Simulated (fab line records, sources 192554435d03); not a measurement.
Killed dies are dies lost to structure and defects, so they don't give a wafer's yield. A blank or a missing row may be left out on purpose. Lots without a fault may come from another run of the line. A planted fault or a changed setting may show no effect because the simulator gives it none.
Chamber matching | flow n5_finfet | N5_BEOL_M14_ETCH_68 on rie_diel-01: 4 sister chambers
The step etches SOC in N2/H2, time 450 s. 18 wafers are shown with their chamber, then 9 later ones without.

WAFERS WITH THEIR CHAMBER
wafer  | chamber | drypump_motor_current_A (A) | showerhead_plenum_p_Torr (Torr) | throttle_valve_pct (%)
L079.1 | 0       | 5.4                         | 2.60                            | 17.99
L079.2 | 2       | 5.5                         | 2.52                            | 17.71
L079.3 | 3       | 5.8                         | 2.59                            | 17.66
L081.1 | 0       | 5.3                         | 2.60                            | 18.01
L081.2 | 1       | 4.8                         | 2.47                            | 17.52
L081.6 | 3       | 5.8                         | 2.58                            | 17.70
L083.1 | 3       | 5.8                         | 2.58                            | 17.69
L083.3 | 2       | 5.5                         | 2.51                            | 17.73
L083.5 | 2       | 5.5                         | 2.51                            | 17.76
L086.2 | 0       | 5.3                         | 2.59                            | 18.00
L086.5 | 1       | 4.9                         | 2.47                            | 17.54
L086.6 | 2       | 5.5                         | 2.51                            | 17.75
L089.1 | 3       | 5.8                         | 2.58                            | 17.72
L089.3 | 0       | 5.4                         | 2.59                            | 18.02
L089.6 | 1       | 4.9                         | 2.47                            | 17.55
L090.1 | 1       | 4.8                         | 2.46                            | 17.56
L090.3 | 0       | 5.4                         | 2.59                            | 18.05
L090.5 | 1       | 4.8                         | 2.46                            | 17.57

SIGNATURES (means of the wafers above)
reading                  | chamber 0 | chamber 1 | chamber 2 | chamber 3 | scatter within a chamber
drypump_motor_current_A  | 5.360     | 4.840     | 5.500     | 5.800     | 0.0414
showerhead_plenum_p_Torr | 2.5940    | 2.4660    | 2.5125    | 2.5825    | 0.00528
throttle_valve_pct       | 18.0140   | 17.5480   | 17.7375   | 17.6925   | 0.0223
Rule: a wafer's distance from a chamber is the root of the sum, over the readings, of the square of ((its reading less the chamber's mean) divided by the reading's scatter). The wafer belongs to the nearest chamber; if the next one is less than 2 further off, it can't be placed. The scatter: the root of (the sum of the squares of (reading less its chamber's mean) over the shown wafers, divided by (wafers less chambers)).

WAFERS WITHOUT THEIR CHAMBER
wafer  | drypump_motor_current_A (A) | showerhead_plenum_p_Torr (Torr) | throttle_valve_pct (%)
L091.1 | 5.8                         | 2.57                            | 17.73
L091.5 | 4.8                         | 2.46                            | 17.57
L091.6 | 5.4                         | 2.59                            | 18.06
L092.1 | 5.8                         | 2.57                            | 17.72
L092.2 | 5.5                         | 2.50                            | 17.78
L092.3 | 5.4                         | 2.59                            | 18.04
L097.3 | 5.4                         | 2.58                            | 18.07
L097.4 | 5.8                         | 2.57                            | 17.75
L097.5 | 4.9                         | 2.46                            | 17.59

WHICH CHAMBER EACH WENT THROUGH
wafer  | from the rows above | in truth
L091.1 | 3                   | 3
L091.5 | 1                   | 1
L091.6 | 0                   | 0
L092.1 | 3                   | 3
L092.2 | 2                   | 2
L092.3 | 0                   | 0
L097.3 | 0                   | 0
L097.4 | 3                   | 3
L097.5 | 1                   | 1
Placed correctly: 9 of 9. Can't be placed from these rows: 0. Placed wrongly: 0.
